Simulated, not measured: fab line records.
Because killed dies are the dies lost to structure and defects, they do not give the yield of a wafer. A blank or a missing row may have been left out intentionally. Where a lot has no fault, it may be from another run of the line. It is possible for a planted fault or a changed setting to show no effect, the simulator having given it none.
A single fault, viewed from 2 desks -- flow nand_harc -- each desk holds nothing but its own numbers, with what lay behind them at the end

AT THE TOOL OWNER'S DESK: rie_diel-04
The tool's own readings at NHARC_A_SLIT_ETCH_24 (etches the open film in CF4/CHF3, target depth 121 nm, time 60.5 s): means of the sampled wafers that have a number, for each lot that ran on this tool. If a lot's mean is further than 4 standard deviations from the usual mean, the lot is out of limits and carries the mark OUT (the distance appears in the brackets).
Columns: A = cf4_flow_sccm at NHARC_A_SLIT_ETCH_24, usual 100.0 sccm; B = drypump_motor_current_A at NHARC_A_SLIT_ETCH_24, usual 5.7 A; C = oes_product_au at NHARC_A_SLIT_ETCH_24, usual 0.964 a.u.; D = rf_vpp_V at NHARC_A_SLIT_ETCH_24, usual 370.3 V; E = run_length_s at NHARC_A_SLIT_ETCH_24, usual 81.8 s; F = showerhead_plenum_p_Torr at NHARC_A_SLIT_ETCH_24, usual 1.57 Torr; G = throttle_valve_pct at NHARC_A_SLIT_ETCH_24, usual 16.802 %
lot,first seen here,A,B,C,D,E,F,G
L358,day 20 02:08,100.2,5.2,0.970,370.2,81.5,1.53,16.799
L363,day 22 16:04,100.0,5.6,0.960,371.4,81.6,1.59,16.803
L366,day 23 21:20,99.9,5.9,0.974,372.6,81.7,1.60,16.793
L380,day 29 17:01,100.2,5.9,0.967,372.0,77.8 (-9.3) OUT,1.60,16.812
This desk finds L380 out of limits, L380 being first, at day 29 17:01 (run_length_s at NHARC_A_SLIT_ETCH_24). L358, L363, L366: within limits.

THE DEFECT DESK
For each lot, the counts of the inspections along the route, averaged over the sampled wafers that have a number. If a lot's mean is further than 4 standard deviations from the usual mean, the lot is out of limits and carries the mark OUT (the distance appears in the brackets).
Columns: A = raw_defect_count at NHARC_A_SGD_CUT_INSPECT_25, usual 394
lot,first seen here,A
L357,day 19 01:50,328
L358,day 19 19:42,419
L360,day 21 02:55,404
L362,day 21 02:55,384
L361,day 21 02:56,330
L363,day 22 09:31,409
L366,day 23 15:45,431
L368,day 23 15:54,531
L369,day 24 12:25,352
L370,day 24 23:51,404
L380,day 29 10:08,488
Finding of this desk: none of the 11 lots has anything out of limits.

ALL TOGETHER
At day 29 17:01, on L380, the tool owner's desk was in a position to raise an alarm.
The defect desk saw nothing out of limits.
The defect desk has L380 on record, within its limits.
Every lot named ran NHARC_A_SLIT_ETCH_24 on rie_diel-04.

WHAT HAD BEEN PUT IN BY THE SIMULATOR
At NHARC_A_SLIT_ETCH_24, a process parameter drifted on rie_diel-04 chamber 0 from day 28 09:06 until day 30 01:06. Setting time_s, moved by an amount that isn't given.
Struck lots among those shown: L380.
Each desk's first reading out of limits, in hours after the fault started: the tool owner's desk, 32.
